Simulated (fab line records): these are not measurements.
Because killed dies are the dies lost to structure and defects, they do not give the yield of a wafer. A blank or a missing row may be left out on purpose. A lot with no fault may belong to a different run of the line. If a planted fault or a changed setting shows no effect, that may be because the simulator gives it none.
Chamber matching	flow n5_finfet	3 sister chambers for N5_BEOL_M11_STRIP_19 on rie_diel-03
The step strips in O2. 3 wafers are shown with their chamber, then 5 later ones without.

WAFERS PAIRED WITH THEIR CHAMBERS
wafer	chamber	drypump_motor_current_A (A)
L080.4	3	6.5
L084.2	2	5.3
L084.3	1	5.0

WAFERS WITH NO CHAMBER GIVEN
wafer	drypump_motor_current_A (A)
L084.6	6.4
L093.3	6.4
L093.4	5.3
L094.3	5.0
L094.4	6.5

CHAMBER TAKEN BY EACH
wafer	from the rows above	in truth
L084.6	3	3
L093.3	3	3
L093.4	2	2
L094.3	1	1
L094.4	3	3
Correctly placed: 5 of 5. Not placeable from these rows: 0. Placed wrongly: 0.
How it was worked out, from the rows above alone: a wafer's distance from a chamber is the root of the sum, over the readings, of the square of ((its reading less the chamber's mean) divided by the reading's scatter). The wafer belongs to the nearest chamber; if the next one is less than 2 further off, it can't be placed. The mean given for a chamber averages the wafers shown for that chamber. The scatter (one wafer shown for each chamber): square how far every hidden wafer sits from the nearest shown wafer, average those squares and take the square root.
